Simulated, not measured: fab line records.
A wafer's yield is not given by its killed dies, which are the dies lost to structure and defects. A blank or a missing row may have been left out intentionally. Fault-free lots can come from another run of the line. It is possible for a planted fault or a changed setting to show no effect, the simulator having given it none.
Chamber matching ; flow n5Finfet ; N5_BEOL_M15_ILD_DEP_00 on pecvd-01: 3 sister chambers
The step deposits SiO2 from TEOS/O2, target thk 1629.3 nm, time 346.1 s. 3 wafers are shown with their chamber, then 10 later ones without.

## WAFERS WITH THEIR CHAMBER
wafer;chamber;throttleValvePct (%)
L087.1;0;17.2
L088.1;1;19.1
L088.5;2;17.6

## WAFERS WHOSE CHAMBER IS MISSING
wafer;throttleValvePct (%)
L088.6;19.2
L090.2;17.8
L090.5;17.2
L090.6;19.6
L095.4;19.5
L095.5;17.3
L095.6;17.6
L097.1;17.8
L097.3;17.2
L097.4;19.3

## THE CHAMBER EACH PASSED THROUGH
wafer;from the rows above;in truth
L088.6;1;1
L090.2;can't be placed: 2 or 0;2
L090.5;can't be placed: 0 or 2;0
L090.6;1;1
L095.4;1;1
L095.5;can't be placed: 0 or 2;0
L095.6;can't be placed: 2 or 0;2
L097.1;can't be placed: 2 or 0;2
L097.3;can't be placed: 0 or 2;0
L097.4;1;1
Correct placement for 4 of the 10. Cannot be placed on the basis of these rows: 6; the candidates contain the true chamber in 6. Number placed wrongly: 0.
How it was worked out, from the rows above alone: a wafer's distance from a chamber is the root of the sum, over the readings, of the square of ((its reading less the chamber's mean) divided by the reading's scatter). The wafer belongs to the nearest chamber; if the next one is less than 2 further off, it can't be placed. A chamber's mean is the mean of its shown wafers. The scatter (one wafer shown for each chamber): square how far every hidden wafer sits from the nearest shown wafer, average those squares and take the square root.
